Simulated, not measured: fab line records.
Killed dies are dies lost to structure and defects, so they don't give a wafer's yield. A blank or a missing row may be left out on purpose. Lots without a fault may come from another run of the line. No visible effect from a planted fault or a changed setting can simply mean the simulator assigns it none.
Matching of chambers -- flow n5Finfet -- N5_HKMG_FIN_CVD_62 on thermalCvdSi-02: 3 sister chambers
The step deposits a-Si from Si2H6, target thk 3 nm, time 20.8 s. 6 wafers are shown with their chamber, then 12 later ones without.

## WAFERS PAIRED WITH THEIR CHAMBERS
wafer,chamber,heaterPowerW (W),susceptorTempC (C)
L085.6,2,1232,499.95
L087.1,0,1285,500.10
L087.6,1,1430,500.38
L089.1,2,1252,500.51
L089.4,0,1314,499.96
L089.6,1,1421,499.96

## WAFERS WITH NO CHAMBER GIVEN
wafer,heaterPowerW (W),susceptorTempC (C)
L091.4,1307,500.01
L091.5,1258,500.46
L091.6,1482,500.25
L093.2,1410,500.54
L093.4,1243,499.90
L093.5,1440,500.36
L095.2,1458,500.07
L095.3,1249,499.84
L095.6,1279,499.91
L097.3,1273,499.43
L097.4,1239,499.75
L097.5,1313,499.89

## WHICH CHAMBER EACH WENT THROUGH
wafer,from the rows above,in truth
L091.4,0,0
L091.5,can't be placed: 2 or 0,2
L091.6,1,1
L093.2,1,1
L093.4,2,2
L093.5,1,1
L095.2,1,1
L095.3,2,2
L095.6,can't be placed: 0 or 2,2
L097.3,can't be placed: 0 or 2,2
L097.4,2,2
L097.5,0,0
Correctly placed: 9 of 12. These rows do not allow placing 3 (true chamber among the candidates in 3). Placed wrongly: 0.
How it was worked out, from the rows above alone: a wafer's distance from a chamber is the root of the sum, over the readings, of the square of ((its reading less the chamber's mean) divided by the reading's scatter). If the next closest chamber is less than 2 further off than the closest, the wafer can't be placed; otherwise it belongs to the closest. The mean given for a chamber averages the wafers shown for that chamber. The scatter: the root of (the sum of the squares of (reading less its chamber's mean) over the shown wafers, divided by (wafers less chambers)).
